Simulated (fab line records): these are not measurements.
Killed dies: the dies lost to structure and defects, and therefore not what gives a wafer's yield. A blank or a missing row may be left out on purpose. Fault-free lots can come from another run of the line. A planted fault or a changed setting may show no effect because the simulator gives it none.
The same fault as seen by 2 desks -- flow n5-finfet -- each desk holds nothing but its own numbers, with what lay behind them at the end

## FROM THE METROLOGY DESK
What the gauges read for every lot (on any tool): the sampled wafers with a number, averaged. Any lot whose mean is over 4 standard deviations away from the usual mean is out of limits and marked OUT; that distance is given in the brackets. Readings shown: 7 out of 12 (the first out of limits, and those lying furthest out on some lot).
Columns: A = cd-nm at N5_MOL_CONTACT_COAG_CD_MEAS_84, usual 25.1 nm; B = cd-nm at N5_MOL_CONTACT_COAG_CD_MEAS_137, usual 15.8 nm; C = DIBL_P at N5_BEOL_M4_RC_MEAS_101, usual 35.3 mV/V; D = ION_N at N5_BEOL_M4_RC_MEAS_101, usual 676 uA/um; E = ION_P at N5_BEOL_M4_RC_MEAS_101, usual 463 uA/um; F = VT_N at N5_BEOL_M4_RC_MEAS_101, usual 250 mV; G = VT_P at N5_BEOL_M4_RC_MEAS_101, usual -249.8 mV
lot,first seen here,A,B,C,D,E,F,G
L995,day 5 04:37,25.3,15.7,39.3,697,478,242,-246.0
L998,day 5 23:32,25.2,16.1,36.9,670,457,248,-248.7
L999,day 5 23:49,25.0,16.1,36.8,671,458,250,-250.8
L100,day 6 10:17,25.4,15.4,37.2,688,474,249,-247.8
L104,day 7 08:21,25.0,15.8,34.4,680,468,248,-250.6
L106,day 7 20:04,24.6,15.4,37.0,684,470,250,-247.6
L107,day 8 01:32,24.7,15.5,37.1,680,457,247,-249.6
L109,day 8 15:43,20.6 (-13) OUT,11.3 (-9.6) OUT,-,-,-,-,-
L110,day 8 20:22,22.1 (-8.7) OUT,12.8 (-6.3) OUT,-,-,-,-,-
L113,day 9 11:55,25.3,15.9,36.0,679,472,249,-248.5
L116,day 10 13:05,25.1,15.9,34.1,675,455,251,-252.8
This desk's finding: out of limits on L109, L110; first on L109, day 8 15:43 (cd-nm at N5_MOL_CONTACT_COAG_CD_MEAS_84). In limits: L995, L998, L999, L100, L104, L106, L107, L113, L116.

## AT THE TOOL OWNER'S DESK: euv-scanner-01
The tool's own readings at N5_MOL_CONTACT_COAG_EXPOSE_81 (exposes mask VG, defocus 0 nm): means of the sampled wafers that have a number, for each lot that ran on this tool. Any lot whose mean is over 4 standard deviations away from the usual mean is out of limits and marked OUT; that distance is given in the brackets.
Columns: A = exposure-dose-mJ-cm2 at N5_MOL_CONTACT_COAG_EXPOSE_81, usual 60.0; B = reticle-temp-C at N5_MOL_CONTACT_COAG_EXPOSE_81, usual 23.01 C
lot,first seen here,A,B
L995,day 5 04:28,59.2,23.03
L998,day 5 23:25,60.3,23.14
L999,day 5 23:40,60.3,22.97
L100,day 6 10:08,60.3,23.07
L104,day 7 08:13,60.4,22.95
L109,day 8 15:34,62.1 (+5.0) OUT,22.95
L110,day 8 20:14,63.6 (+8.3) OUT,22.97
This desk's finding: out of limits on L109, L110; first on L109, day 8 15:34 (exposure-dose-mJ-cm2 at N5_MOL_CONTACT_COAG_EXPOSE_81). In limits: L995, L998, L999, L100, L104.

## BROUGHT TOGETHER
The tool owner's desk had the chance to raise an alarm at day 8 15:34 on L109, L110.
At day 8 15:43 the metrology desk could have sounded an alarm, on L109, L110.
N5_MOL_CONTACT_COAG_EXPOSE_81 was run on euv-scanner-01 by each of the lots named.

## WHAT HAD BEEN PUT IN BY THE SIMULATOR
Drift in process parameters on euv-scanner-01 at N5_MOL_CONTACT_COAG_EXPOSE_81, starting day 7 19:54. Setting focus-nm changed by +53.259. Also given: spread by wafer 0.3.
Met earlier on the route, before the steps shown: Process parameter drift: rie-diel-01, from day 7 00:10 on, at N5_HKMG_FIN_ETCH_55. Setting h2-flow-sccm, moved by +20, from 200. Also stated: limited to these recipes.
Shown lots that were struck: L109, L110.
Hours from the fault's start to each desk's first reading out of limits: the tool owner's desk, 20; the metrology desk, 20.
